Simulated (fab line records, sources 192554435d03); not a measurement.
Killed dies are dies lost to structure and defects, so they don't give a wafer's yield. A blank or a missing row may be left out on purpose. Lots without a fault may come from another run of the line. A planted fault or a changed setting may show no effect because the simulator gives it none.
A struck lot beside a sound one | flow n5_finfet | 14 steps out of a route of 1938
Sound: wafers L105.4, L105.5, L105.6. Struck: wafers L112.1, L112.4, L112.6. The cause comes at the end.
At each step with rows: each side's tool, then ch and its chambers, then its first start. Under that, the readings that differ: sound wafers | struck wafers | difference of the means | sigmas: that difference in standard deviations of wafers without a fault.
alike: readings whose means differ by less than 2 such deviations, and words and numbers that are the same on both sides. not compared: withheld readings, readings that some wafer has no value for, bounds like >300 that may hide the same value, and numbers for which the record gives no deviation and whose values overlap.
The two part at a step that has a row with sigmas, a row that says differs or no value, or rows on one side only. Numbers that don't overlap but have no deviation are shown without sigmas and don't part them. A reading that every wafer of one side lacks parts them only if that side has two wafers or more.

N5_WELL_APT_CD_MEAS_08: target cd 200 nm.
  sound on cd_sem-01 ch 0, day 1 13:35; struck on cd_sem-01 ch 0, day 3 07:52
  alike: cd_nm
N5_WELL_APT_OVL_MEAS_09:
  sound on overlay-01 ch 0, day 1 13:37; struck on overlay-01 ch 0, day 3 07:54
  alike: NWELL_OVL
N5_WELL_APT_INSPECT_10: inspects for defects (macro).
  sound on defect_inspect-01, day 1 13:38; struck on defect_inspect-02, day 3 07:56
  alike: raw_defect_count
N5_WELL_APT_DESCUM_13: chemistry O2, time 7.9 s.
  sound on rie_diel-01 ch 0,1, day 1 13:40; struck on rie_diel-02 ch 0,2, day 3 07:58
  reading                         | sound             | struck            | difference | sigmas
  oes_product_au (a.u.)           | 0.67 0.67 0.74    | 0.82 0.93 0.81    | +0.16      | +2
  rf_vpp_V (V)                    | 240.4 240.1 240.8 | 242.6 245.6 243.9 | +3.6       | +3
  showerhead_plenum_p_Torr (Torr) | 1.98 1.98 1.97    | 2.10 2.21 2.10    | +0.16      | +2
  throttle_valve_pct (%)          | 21.01 21.03 20.52 | 20.32 20.14 20.32 | -0.59      | -3
  alike: drypump_motor_current_A
  not compared: rf_hours_counter_h
then, 8 steps without rows for these wafers: N5_WELL_APT_IMPLANT_14; N5_WELL_APT_IMPLANT_15; N5_WELL_APT_STRIP_16 (strips in SPM, time 900 s); N5_WELL_APT_HMDS_18 (time 60 s); N5_WELL_APT_COAT_19 (resist thk 950 nm); N5_WELL_APT_EBR_21; N5_WELL_APT_SOFTBAKE_20 (time 60 s); N5_WELL_APT_EXPOSE_22 (exposes mask PWELL, defocus 0 nm, target cd 200 nm).
N5_WELL_APT_PEB_23: peb time 90 s.
  sound on litho_track-01 ch 0, day 1 14:43; struck on litho_track-04, day 3 08:53
  no value came back on the struck wafers for chill_plate_temp_C (C), exhaust_pa (Pa); on the sound wafers chill_plate_temp_C (C) reads 22.78 23.04 22.96
then, 1 step without rows for these wafers: N5_WELL_APT_DEVELOP_24 (develop time 45 s).

WHERE THEY PART
First at N5_WELL_APT_DESCUM_13; last, within this record, at N5_WELL_APT_PEB_23.

WHY: what the simulator had put in
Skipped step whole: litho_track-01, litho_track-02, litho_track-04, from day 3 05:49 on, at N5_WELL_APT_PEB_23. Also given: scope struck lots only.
